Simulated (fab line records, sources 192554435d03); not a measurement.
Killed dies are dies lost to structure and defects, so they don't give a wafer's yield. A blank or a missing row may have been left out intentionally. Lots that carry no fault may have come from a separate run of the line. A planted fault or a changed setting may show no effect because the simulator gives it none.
Matching of chambers ; flow n5-finfet ; pecvd-02 running N5_BEOL_M2_PECVD_72: 3 sister chambers
The step deposits SiO2 from TEOS/O2, target thk 16 nm, time 18 s. 3 wafers are shown with their chamber, then 12 later ones without.

## WAFERS WITH THEIR CHAMBER
wafer;chamber;throttle-valve-pct (%)
L081.5;1;23.7
L086.4;0;23.8
L086.6;2;22.1

## WAFERS WITH NO CHAMBER GIVEN
wafer;throttle-valve-pct (%)
L091.1;23.9
L091.2;22.1
L091.6;23.6
L092.1;22.1
L092.4;23.9
L092.6;21.9
L093.1;21.9
L093.3;23.6
L093.4;22.0
L096.4;22.0
L096.5;23.4
L096.6;23.9

## WHICH CHAMBER EACH ONE RAN IN
wafer;from the rows above;in truth
L091.1;can't be placed: 0 or 1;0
L091.2;2;2
L091.6;can't be placed: 1 or 0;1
L092.1;2;2
L092.4;can't be placed: 0 or 1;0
L092.6;2;2
L093.1;2;2
L093.3;can't be placed: 1 or 0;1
L093.4;2;2
L096.4;2;2
L096.5;can't be placed: 1 or 0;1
L096.6;can't be placed: 0 or 1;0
Correct placement for 6 of the 12. From these rows, 6 cannot be placed; in 6 the true chamber is one of the candidates. Placed wrongly: 0.
How it was worked out, from the rows above alone: a wafer's distance from a chamber is the root of the sum, over the readings, of the square of ((its reading less the chamber's mean) divided by the reading's scatter). The wafer belongs to the nearest chamber; if the next one is less than 2 further off, it can't be placed. A chamber's mean is the mean of its shown wafers. The scatter: root of mean squared gap, hidden wafer to nearest shown wafer, with one shown wafer a chamber.
